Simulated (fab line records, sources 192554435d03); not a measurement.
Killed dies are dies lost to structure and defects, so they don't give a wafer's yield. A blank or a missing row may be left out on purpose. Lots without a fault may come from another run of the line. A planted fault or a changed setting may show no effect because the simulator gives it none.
Split-lot experiment | flow n5_finfet | 7 lots, 39 wafers read, on a route of 1938 steps

THE SPLIT
At N5_DUMMY_GATE_ETCH_37 (etches SOC in N2/H2, target depth 60 nm, overetch 30 nm), the setting source_w was moved away from the recipe's 840 W on 18 of the 39 wafers read, by -7.8% to +17.1%. The other wafers ran this setting at the recipe's value.

The reading is taken at the split's own step.

THE READING
rf_vpp_V, in V, at N5_DUMMY_GATE_ETCH_37 (etches SOC in N2/H2, target depth 60 nm, overetch 30 nm). Fault-free wafers of this fab line usually give 524.8 V, standard deviation 2.4 V.

wafer  | tool, chamber at the split | source_w as run, W | against the recipe | rf_vpp_V, V | against lot-mates on the recipe
L076.1 | rie_diel-02, 2             | 983.4              | +17.1%             | 495.7       | -29.0
L076.2 | rie_diel-02, 0             | 840                | recipe             | 524.0       | -
L076.3 | rie_diel-02, 3             | 840                | recipe             | 526.0       | -
L076.4 | rie_diel-02, 1             | 983.4              | +17.1%             | 496.5       | -28.2
L076.5 | rie_diel-02, 2             | 983.4              | +17.1%             | 494.7       | -30.0
L076.6 | rie_diel-02, 1             | 840                | recipe             | 524.0       | -
L081.1 | rie_diel-06, 3             | 840                | recipe             | 523.1       | -
L081.2 | rie_diel-06, 2             | 948.5              | +12.9%             | 504.4       | -19.4
L081.3 | rie_diel-06, 0             | 948.5              | +12.9%             | 504.9       | -18.9
L081.4 | rie_diel-06, 1             | 840                | recipe             | 526.6       | -
L081.5 | rie_diel-06, 3             | 840                | recipe             | 521.6       | -
L081.6 | rie_diel-06, 0             | 948.5              | +12.9%             | 505.9       | -17.9
L083.1 | rie_diel-02, 0             | 904.7              | +7.7%              | 510.0       | -13.6
L083.2 | rie_diel-02, 3             | 904.7              | +7.7%              | 513.6       | -10.0
L083.3 | rie_diel-02, 1             | 840                | recipe             | 523.6       | -
L083.4 | rie_diel-02, 2             | 904.7              | +7.7%              | 509.5       | -14.1
L083.5 | rie_diel-02, 1             | 840                | recipe             | 524.3       | -
L083.6 | rie_diel-02, 0             | 840                | recipe             | 522.8       | -
L087.1 | rie_diel-06, 2             | 789.7              | -6.0%              | 536.3       | +9.7
L087.2 | rie_diel-06, 1             | 840                | recipe             | 527.2       | -
L087.3 | rie_diel-06, 3             | 789.7              | -6.0%              | 533.1       | +6.5
L087.4 | rie_diel-06, 0             | 840                | recipe             | 526.6       | -
L087.5 | rie_diel-06, 1             | 840                | recipe             | 526.0       | -
L087.6 | rie_diel-06, 2             | 789.7              | -6.0%              | 538.2       | +11.6
L088.1 | rie_diel-06, 1             | 840                | recipe             | 526.6       | -
L088.2 | rie_diel-06, 3             | 840                | recipe             | 521.8       | -
L088.3 | rie_diel-06, 0             | 840                | recipe             | 526.0       | -
L088.4 | rie_diel-06, 2             | 774.1              | -7.8%              | 540.8       | +16.0
L088.5 | rie_diel-06, 2             | 774.1              | -7.8%              | 542.2       | +17.4
L088.6 | rie_diel-06, 1             | 774.1              | -7.8%              | 540.7       | +15.9
L092.4 | rie_diel-04, 0             | 840                | recipe             | 526.7       | -
L092.5 | rie_diel-04, 1             | 840                | recipe             | 528.2       | -
L092.6 | rie_diel-04, 3             | 840                | recipe             | 522.0       | -
L093.1 | rie_diel-04, 3             | 840                | recipe             | 523.0       | -
L093.2 | rie_diel-04, 1             | 840                | recipe             | 527.8       | -
L093.3 | rie_diel-04, 0             | 924.2              | +10.0%             | 510.8       | -14.1
L093.4 | rie_diel-04, 2             | 924.2              | +10.0%             | 506.7       | -18.2
L093.5 | rie_diel-04, 3             | 840                | recipe             | 523.9       | -
L093.6 | rie_diel-04, 0             | 924.2              | +10.0%             | 511.3       | -13.6

THE FIT
A straight line over all 39 wafers: rf_vpp_V changes by -1.72 V for each +1% of source_w; r = -0.99; the points scatter about the line by 2.1 V.
The same after taking each lot's own level away (the mean of its wafers on the recipe; 39 wafers): -1.66 V for each +1%; r = -0.98; scatter 2.1 V.
On that fit, the largest move of source_w shifts the reading by 28 V.
The lots' own levels span 523.57 to 526.60 V, that is 1.3 times the standard deviation above.
So the lot-to-lot level changes the slope little: the two slopes agree.
Check: with one of the wafers moved furthest among these (+17.1%) left out of the fit, the line predicts -27.7 V for it against its lot-mates. It came out at -29 V against them.
Tool readings at the split's step, against how far the setting was moved: rf_vpp_V r = -0.99.

OTHER SPLITS ON THESE WAFERS
These wafers also went through other splits before the reading. Each is held against what the fit with the lots' levels taken away leaves over:
other split on the same wafers  | wafers away from the commonest value | r with rf_vpp_V (lot level and that fit taken away)
N5_DUMMY_GATE_EXPOSE_12 dose_mj | 15                                   | -0.12

THE WHOLE CHAIN: every reading that the file lists as answering this split, in the file's order
step                  | what it does                                            | reading                                                                             | change (the file's fit)                | r (the file's)
N5_DUMMY_GATE_ETCH_37 | etches SOC in N2/H2, target depth 60 nm, overetch 30 nm | rf_vpp_V                                                                            | -1.64 V for each +1% of the setting    | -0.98
N5_DUMMY_GATE_ETCH_37 | etches SOC in N2/H2, target depth 60 nm, overetch 30 nm | SiARC_of_DUMMY_GATE_COAT_35.thk_nm (the simulator's own value, which no gauge read) | -0.0279 nm for each +1% of the setting | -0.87

THE FILE'S OWN FIT
rf_vpp_V changes by -1.64 V for each +1% of source_w, r = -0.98.
